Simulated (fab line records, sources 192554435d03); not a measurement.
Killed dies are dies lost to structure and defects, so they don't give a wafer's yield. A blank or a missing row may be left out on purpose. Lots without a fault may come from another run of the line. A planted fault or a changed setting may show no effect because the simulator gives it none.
Chamber matching | flow n5_finfet | N5_MOL_CONTACT_COAG_ALD_123 on ald_sin-03: 4 sister chambers
The step deposits SiNx, target thk 5 nm, pulse time 1 s, purge time 2 s. 8 wafers are shown with their chamber, then 10 later ones without.

WAFERS WITH THEIR CHAMBER
wafer  | chamber | heater_power_outer_w (W) | heater_power_w (W)
L081.6 | 1       | 480                      | 866
L083.6 | 1       | 482                      | 837
L086.6 | 2       | 684                      | 1059
L088.2 | 3       | 420                      | 684
L088.4 | 0       | 520                      | 811
L088.5 | 2       | 688                      | 1041
L087.2 | 3       | 412                      | 685
L087.3 | 0       | 508                      | 816

WAFERS WITHOUT THEIR CHAMBER
wafer  | heater_power_outer_w (W) | heater_power_w (W)
L087.5 | 468                      | 852
L090.1 | 476                      | 832
L090.4 | 425                      | 718
L090.5 | 669                      | 1058
L096.1 | 673                      | 1082
L096.2 | 422                      | 709
L096.3 | 491                      | 848
L094.1 | 424                      | 717
L094.4 | 704                      | 1058
L094.5 | 419                      | 714

WHICH CHAMBER EACH WENT THROUGH
wafer  | from the rows above | in truth
L087.5 | 1                   | 1
L090.1 | 1                   | 1
L090.4 | 3                   | 3
L090.5 | 2                   | 2
L096.1 | 2                   | 2
L096.2 | 3                   | 3
L096.3 | 1                   | 1
L094.1 | 3                   | 3
L094.4 | 2                   | 2
L094.5 | 3                   | 3
Placed correctly: 10 of 10. Can't be placed from these rows: 0. Placed wrongly: 0.
How it was worked out, from the rows above alone: a wafer's distance from a chamber is the root of the sum, over the readings, of the square of ((its reading less the chamber's mean) divided by the reading's scatter). The wafer belongs to the nearest chamber; if the next one is less than 2 further off, it can't be placed. A chamber's mean is the mean of its shown wafers. The scatter: the root of (the sum of the squares of (reading less its chamber's mean) over the shown wafers, divided by (wafers less chambers)).
